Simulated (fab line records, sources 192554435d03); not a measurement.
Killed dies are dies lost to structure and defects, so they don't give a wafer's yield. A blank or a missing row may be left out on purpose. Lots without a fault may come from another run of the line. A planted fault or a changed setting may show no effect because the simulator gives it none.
Split-lot experiment | flow n5_finfet | 7 lots, 21 wafers read, on a route of 1938 steps

THE SPLIT
At N5_SD_EPI_N_PEB_07 (peb time 60 s), the setting peb_temp_c was moved away from the recipe's 110 C on 5 of the 21 wafers read, by -3.3% to +3.2%. The other wafers ran this setting at the recipe's value.

FROM THE SPLIT TO THE READING: what the file shows between them, 1 step
- N5_SD_EPI_N_DEVELOP_08: develop time 30 s

THE READING
cd_nm, in nm, at N5_SD_EPI_N_CD_MEAS_09 (target cd 120 nm). Fault-free wafers of this fab line usually give 120.1 nm, standard deviation 0.48 nm.

wafer  | tool, chamber at the split | peb_temp_c as run, C | against the recipe | cd_nm, nm | against lot-mates on the recipe
L075.1 | litho_track-03, 0          | 113.5                | +3.2%              | 128.4     | +7.8
L075.5 | litho_track-03, 0          | 110                  | recipe             | 120.9     | -
L075.6 | litho_track-03, 0          | 110                  | recipe             | 120.3     | -
L083.2 | litho_track-02, 0          | 110                  | recipe             | 120.3     | -
L083.5 | litho_track-02, 0          | 110                  | recipe             | 120.5     | -
L083.6 | litho_track-02, 0          | 110                  | recipe             | 120.5     | -
L086.2 | litho_track-03, 0          | 113.5                | +3.2%              | 128.9     | +8.2
L086.3 | litho_track-03, 0          | 113.5                | +3.2%              | 128.7     | +8.0
L086.4 | litho_track-03, 0          | 110                  | recipe             | 120.7     | -
L087.1 | litho_track-05, 0          | 110                  | recipe             | 119.5     | -
L087.4 | litho_track-05, 0          | 110                  | recipe             | 119.7     | -
L087.6 | litho_track-05, 0          | 110                  | recipe             | 119.9     | -
L090.1 | litho_track-03, 0          | 110                  | recipe             | 119.5     | -
L090.4 | litho_track-03, 0          | 110                  | recipe             | 119.8     | -
L090.5 | litho_track-03, 0          | 110                  | recipe             | 120.1     | -
L091.2 | litho_track-02, 0          | 110                  | recipe             | 119.7     | -
L091.4 | litho_track-02, 0          | 110                  | recipe             | 120.8     | -
L091.6 | litho_track-02, 0          | 110                  | recipe             | 120.2     | -
L095.1 | litho_track-02, 0          | 106.4                | -3.3%              | 109.0     | -10.5
L095.2 | litho_track-02, 0          | 106.4                | -3.3%              | 109.1     | -10.4
L095.3 | litho_track-02, 0          | 110                  | recipe             | 119.5     | -

THE FIT
A straight line over all 21 wafers: cd_nm changes by +2.99 nm for each +1% of peb_temp_c; r = +0.99; the points scatter about the line by 0.66 nm.
The same after taking each lot's own level away (the mean of its wafers on the recipe; 21 wafers): +2.81 nm for each +1%; r = +0.99; scatter 0.54 nm.
On that fit, the largest move of peb_temp_c shifts the reading by 9.2 nm.
The lots' own levels span 119.50 to 120.70 nm, that is 2.5 times the standard deviation above.
So the lot-to-lot level changes the slope little: the two slopes agree.
Check: with one of the wafers moved furthest among these (-3.3%) left out of the fit, the line predicts -9.05 nm for it against its lot-mates. It came out at -10.5 nm against them.

THE WHOLE CHAIN: every reading that the file lists as answering this split, in the file's order
step                   | what it does                                     | reading                                                         | change (the file's fit)              | r (the file's)
N5_SD_EPI_N_CD_MEAS_09 | target cd 120 nm                                 | cd_nm                                                           | +2.74 nm for each +1% of the setting | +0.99
N5_SD_EPI_N_DESCUM_14  | chemistry O2, time 7.9 s                         | SD_EPI_N.cd_nm (the simulator's own value, which no gauge read) | +2.67 nm for each +1% of the setting | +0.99
N5_SD_EPI_N_ETCH_35    | etches SOC in N2/H2, overetch 108 nm, time 486 s | SD_EPI_N.cd_nm (the simulator's own value, which no gauge read) | +2.45 nm for each +1% of the setting | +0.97

THE FILE'S OWN FIT
cd_nm changes by +2.74 nm for each +1% of peb_temp_c, r = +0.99.
